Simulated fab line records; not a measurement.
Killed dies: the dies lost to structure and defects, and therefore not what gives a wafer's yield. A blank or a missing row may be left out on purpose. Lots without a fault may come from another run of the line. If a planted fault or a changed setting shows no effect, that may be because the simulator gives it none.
fab line records	flow n5-finfet
record: lots: 4	wafers: 10	last-day: 16
route steps=1938 shown BEOL_M5@1124
lots untouched by any fault: they come from a run of this same line in which no faults occurred
start-h: start of the lot's first displayed wafer, in hours after the record's first day	wait-h: time in hours since the lot's previous step	" same as the row above	L1.1+2: a row that stands for several wafers	- no value present, or no start provided	* or withheld: withheld	< > ~ a bound
route shown NAME@n: names a module that has steps shown in the file, with the first one's number in the route	usual: mean/standard deviation taken from wafers without a fault	same: alike in all rows	chamber/n: place in a boat	sites: readings site by site	_std_site: the standard deviation of these	_edge_site: outer sites' mean less inner sites'	radius-mm: for every site, how far away it sits from the centre of the wafer	mask NAME#n: copy n	behind: the most recent tool/chamber to have shaped the wafer	hold: why the lot went on hold/how many hours it stayed there/how the hold came to an end	device: which transistor (n, p or np) failed to switch	end of line: at the end of the route, the tests of the same wafers	a step without rows: its recipe alone	killed: not the wafer's yield, but the dies lost to structure and defects at the first sort	map: a wafer's dies, x killed, . not, _ none there
set.NAME: the setting that was run; set.NAME@STEP: the one run at that earlier step	model.NAME: the simulator's own value behind a step, which no gauge read
lots at selected steps of the route; one table per step, one row per wafer
== steps ==
step: N5_BEOL_M5_PEB_09
recipe: peb-temp-c: 100	peb-time-s: 60	resist: CAR-EUV
step: N5_BEOL_M5_DEVELOP_10
recipe: develop-time-s: 30	developer: TMAH	resist: CAR-EUV	rinse-liquid: surfactant-rinse	dry: air-spin	dev-temp-c: 23
step: N5_BEOL_M5_DESCUM_16
recipe: chemistry: O2	time-s: 7	source-power-w: 50	bias-power-w: 20	pressure-mtorr: 20	rf-frequency-hz: 2.712e+07	temp-c: 40	resist: CAR-EUV	o2-flow-sccm: 225
step: N5_BEOL_M5_ETCH_72
recipe: chemistry: N2/H2	target: underlayer	target-depth-a: 65	mask-material: CAR-EUV	time-s: 5.2	ion-energy-ev: 200	pressure-mtorr: 30	source-w: 840	bias-w: 150	n2-flow-sccm: 200	h2-flow-sccm: 200	ends: cleared
step: N5_BEOL_M5_ETCH_61
recipe: chemistry: CF4	target: SiARC	target-depth-a: 156	mask-material: CAR-EUV	time-s: 26	ion-energy-ev: 80	pressure-mtorr: 40	source-w: 545	bias-w: 36	Ar_flow_sccm: 100	cf4-flow-sccm: 100	ends: cleared
step: N5_BEOL_M5_ETCH_62
recipe: chemistry: N2/H2	target: SOC	target-depth-a: 750	overetch-a: 150	mask-material: SiARC	temp-c: 40	time-s: 112.5	ion-energy-ev: 200	pressure-mtorr: 30	source-w: 840	bias-w: 150	n2-flow-sccm: 200	h2-flow-sccm: 200
step: N5_BEOL_M5_STRIP_63
recipe: chemistry: N2/H2	temp-c: 40	n2-flow-sccm: 200	h2-flow-sccm: 200	rf-frequency-hz: 6e+07
step: N5_BEOL_M5_STRIP_73
recipe: chemistry: N2/H2	temp-c: 40	n2-flow-sccm: 200	h2-flow-sccm: 200	rf-frequency-hz: 6e+07
step: N5_BEOL_M5_STRIP_64
recipe: chemistry: CF4	resist: SiARC	power-w: 300	bias-power-w: 75	pressure-mtorr: 50	cf4-flow-sccm: 150	rf-frequency-hz: 6e+07
step: N5_BEOL_M5_HM_OPEN_17
recipe: chemistry: Cl2/BCl3	target-depth-a: 200	overetch-a: 60	target: TiN	mask-material: SOC	ion-energy-ev: 150	pressure-mtorr: 10	icp-w: 1000	bias-w: 126	Cl2_flow_sccm: 53.25	bcl3-flow-sccm: 21.75	Ar_flow_sccm: 25
usual: drypump-motor-current-A: 5.9/0.4	oes-product-au: 0.65/0.065	throttle-valve-pct: 22.23/0.3
lot.wafer	tool	chamber	start-h	wait-h	drypump-motor-current-A	oes-product-au	rf-hours-counter-h	throttle-valve-pct	model.SOC_of_BEOL_M5_COAT_59.thk-nm
L363.2	rie-metal-03	1	189.51	0.0	5.9	0.68	37	22.08	52.4
L363.5	"	1	"	"	5.9	0.68	-	22.07	52.2
L363.6	"	0	"	"	6.6	0.73	-	22.13	52.2
L370.4	rie-metal-03	1	229.60	0.1	5.9	0.67	-	22.08	52
L370.6	"	0	"	"	6.7	0.71	-	22.17	49
L372.1	rie-metal-03	0	236.95	0.0	6.6	0.71	28	22.16	52.2
L372.6	"	1	"	"	5.9	0.68	-	22.06	49.2
L378.2	rie-metal-01	1	282.06	0.0	6.1	0.55	101	22.76	52.2
L378.4	"	0	"	"	5.7	0.71	-	21.91	51.8
L378.6	"	0	"	"	5.7	0.70	-	21.89	52
step: N5_BEOL_M5_STRIP_19
recipe: chemistry: O2	power-w: 400	temp-c: 40	pressure-mtorr: 30	rf-frequency-hz: 6e+07	bias-power-w: 0	overash-fraction: 0.2	o2-flow-sccm: 225
step: N5_BEOL_M5_COAT_65
recipe: resist: SOC	temp-c: 250	time-s: 60	spin-rpm: 1500	resist-thk-nm: 60
step: N5_BEOL_M5_COAT_66
recipe: resist: SiARC	temp-c: 220	time-s: 60	spin-rpm: 1500	resist-thk-nm: 12
step: N5_BEOL_M5_COAT_74
recipe: resist: underlayer	temp-c: 205	time-s: 60	spin-rpm: 1500	resist-thk-nm: 5
step: N5_BEOL_M5_COAT_22
recipe: resist: CAR-EUV	spin-rpm: 1500	resist-thk-nm: 30
step: N5_BEOL_M5_EBR_24
recipe: solvent: PGMEA	ebr-width-mm: 1.5
step: N5_BEOL_M5_SOFTBAKE_23
recipe: temp-c: 110	time-s: 60	resist: CAR-EUV
step: N5_BEOL_M5_EXPOSE_25
recipe: mask-id: V4	na: 0.33	source-shape: quasar	sigma-inner: 0.2	sigma-outer: 0.6	polarization: unpolarized	defocus-nm: 10	dose-mj: 52.75
step: N5_BEOL_M5_PEB_26
recipe: peb-temp-c: 100	peb-time-s: 60	resist: CAR-EUV
step: N5_BEOL_M5_DEVELOP_27
recipe: develop-time-s: 30	developer: TMAH	resist: CAR-EUV	rinse-liquid: surfactant-rinse	dry: air-spin	dev-temp-c: 23
step: N5_BEOL_M5_DESCUM_33
recipe: chemistry: O2	time-s: 7	source-power-w: 50	bias-power-w: 20	pressure-mtorr: 20	rf-frequency-hz: 2.712e+07	temp-c: 40	resist: CAR-EUV	o2-flow-sccm: 225
step: N5_BEOL_M5_ETCH_75
recipe: chemistry: N2/H2	target: underlayer	target-depth-a: 65	mask-material: CAR-EUV	time-s: 5.2	ion-energy-ev: 200	pressure-mtorr: 30	source-w: 840	bias-w: 150	n2-flow-sccm: 200	h2-flow-sccm: 200	ends: cleared
usual: drypump-motor-current-A: 5.7/0.4	etch-rf-on-time-s: 5.20/0.11	oes-product-au: 0.70/0.065	rf-vpp-V: 524.5/2.1	showerhead-plenum-p-Torr: 2.57/0.068	throttle-valve-pct: 17.84/0.24
lot.wafer	tool	chamber	start-h	wait-h	drypump-motor-current-A	etch-rf-on-time-s	oes-product-au	rf-hours-counter-h	rf-vpp-V	showerhead-plenum-p-Torr	throttle-valve-pct	model.BEOL_M5.cd-nm
L363.2	rie-diel-04	2	190.83	0.0	6.4	4.98	0.75	50	525.1	2.60	18.07	28.8
L363.5	"	2	"	"	6.4	5.03	0.75	-	525.0	2.60	18.02	28.4
L363.6	"	1	"	"	5.4	5.15	0.79	-	521.4	2.49	17.71	28.8
L370.4	rie-diel-04	0	231.66	0.0	5.9	5.14	0.65	153	524.5	2.53	17.66	28.4
L370.6	"	1	"	"	5.4	5.07	0.77	-	520.9	2.49	17.74	28.8
L372.1	rie-diel-04	2	237.72	0.0	6.4	5.02	0.73	64	522.1	2.59	18.07	27.6
L372.6	"	1	"	"	5.4	5.04	0.78	-	519.9	2.49	17.76	28.2
L378.2	rie-diel-04	3	283.17	0.0	5.7	5.20	0.70	68	525.8	2.60	18.07	27.6
L378.4	"	0	"	"	5.9	5.07	0.64	168	522.3	2.52	17.68	28
L378.6	"	3	"	"	5.7	5.22	0.70	-	523.7	2.60	18.05	28.2
step: N5_BEOL_M5_ETCH_67
recipe: chemistry: CF4	target: SiARC	target-depth-a: 156	mask-material: CAR-EUV	time-s: 26	ion-energy-ev: 80	pressure-mtorr: 40	source-w: 545	bias-w: 36	Ar_flow_sccm: 100	cf4-flow-sccm: 100	ends: cleared
step: N5_BEOL_M5_ETCH_68
recipe: chemistry: N2/H2	target: SOC	target-depth-a: 800	overetch-a: 160	mask-material: SiARC	temp-c: 40	time-s: 120	ion-energy-ev: 200	pressure-mtorr: 30	source-w: 840	bias-w: 150	n2-flow-sccm: 200	h2-flow-sccm: 200
step: N5_BEOL_M5_STRIP_69
recipe: chemistry: N2/H2	temp-c: 40	n2-flow-sccm: 200	h2-flow-sccm: 200	rf-frequency-hz: 6e+07
step: N5_BEOL_M5_STRIP_76
recipe: chemistry: N2/H2	temp-c: 40	n2-flow-sccm: 200	h2-flow-sccm: 200	rf-frequency-hz: 6e+07
step: N5_BEOL_M5_VIA_ETCH_34
recipe: chemistry: C4F6/O2	target: SiCOH_lowk	target-depth-a: 883	mask-material: SOC	taper-deg: 4	time-s: 39.2	ion-energy-ev: 250	pressure-mtorr: 30	source-w: 345	bias-w: 185	Ar_flow_sccm: 300	C4F6_flow_sccm: 10	O2_flow_sccm: 10
step: N5_BEOL_M5_STRIP_85
recipe: chemistry: C4F6/O2	resist: SiARC	rf-frequency-hz: 6e+07
step: N5_BEOL_M5_STRIP_36
recipe: chemistry: N2/H2	power-w: 450	temp-c: 40	pressure-mtorr: 20	rf-frequency-hz: 6e+07	overash-fraction: 0.3	bias-power-w: 7	h2-frac: 0.5	n2-flow-sccm: 200	h2-flow-sccm: 200
step: N5_BEOL_M5_TRENCH_ETCH_37
recipe: chemistry: C4F6/O2	target-depth-a: 716.52	target: SiCOH_lowk	time-s: 24.7	ion-energy-ev: 250	pressure-mtorr: 30	source-w: 345	bias-w: 185	Ar_flow_sccm: 300	C4F6_flow_sccm: 10	O2_flow_sccm: 10
step: N5_BEOL_M5_ETCH_41
recipe: chemistry: CH3F/O2	target: SiCN	target-depth-a: 315	taper-deg: 2	time-s: 56.7	ion-energy-ev: 120	mask-material: TiN	pressure-mtorr: 30	source-w: 395	bias-w: 75	Ar_flow_sccm: 150	CH3F_flow_sccm: 30	O2_flow_sccm: 20
usual: O2_flow_sccm: 20.00/0.056	drypump-motor-current-A: 5.7/0.4	oes-product-au: 0.82/0.077	rf-vpp-V: 297.8/1.4	showerhead-plenum-p-Torr: 2.02/0.046	throttle-valve-pct: 16.26/0.21
lot.wafer	tool	chamber	start-h	wait-h	O2_flow_sccm	drypump-motor-current-A	oes-product-au	rf-hours-counter-h	rf-vpp-V	showerhead-plenum-p-Torr	throttle-valve-pct	model.BEOL_M5.cd-nm
L363.2	rie-diel-04	2	-	-	19.97	6.4	0.86	50	298.8	2.04	16.35	28.6
L363.5	"	2	"	"	19.95	6.4	0.88	-	299.4	2.04	16.36	28.2
L363.6	"	1	"	"	20.10	5.3	0.93	-	295.4	1.95	15.99	29
L370.4	rie-diel-04	0	-	-	20.00	5.9	0.76	153	298.0	2.01	16.24	28.4
L370.6	"	1	"	"	20.07	5.3	0.90	-	296.5	1.94	16.00	29
L372.1	rie-diel-04	2	-	-	20.00	6.4	0.85	65	298.6	2.03	16.38	27.6
L372.6	"	1	"	"	19.97	5.3	0.91	-	296.4	1.94	16.04	28.4
L378.2	rie-diel-04	3	-	-	20.08	5.7	0.83	68	298.6	2.03	16.42	27.8
L378.4	"	0	"	"	20.11	5.9	0.73	168	296.2	2.00	16.26	27.8
L378.6	"	3	"	"	20.02	5.7	0.82	-	298.4	2.03	16.41	28.2
step: N5_BEOL_M5_STRIP_91
recipe: chemistry: N2/H2	time-s: 10	power-w: 450	temp-c: 40	pressure-mtorr: 20	rf-frequency-hz: 6e+07	bias-power-w: 7	n2-flow-sccm: 200	h2-flow-sccm: 200
== key ==
first-sign none at tools or gauges
model-effect: step: N5_BEOL_M5_HM_OPEN_17	value: SOC_of_BEOL_M5_COAT_59.thk-nm	without: 52.3	struck: 49.1
model-effect: step: N5_BEOL_M5_ETCH_75	value: BEOL_M5.cd-nm	without: 27.9	struck: 28.5
model-effect: step: N5_BEOL_M5_ETCH_41	value: BEOL_M5.cd-nm	without: 28.1	struck: 28.7
met-at N5_BEOL_M5_HM_OPEN_17
struck-wafers L370.6,L372.6
onset-between 189.51 229.60
fault: kind: process-parameter-drift	tool: rie-metal-03	chamber: -	onset-h: 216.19	steps: N5_BEOL_M5_HM_OPEN_17	channel: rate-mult	offset: 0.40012	shape: step	end-h: 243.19	scope: struck-wafers-only
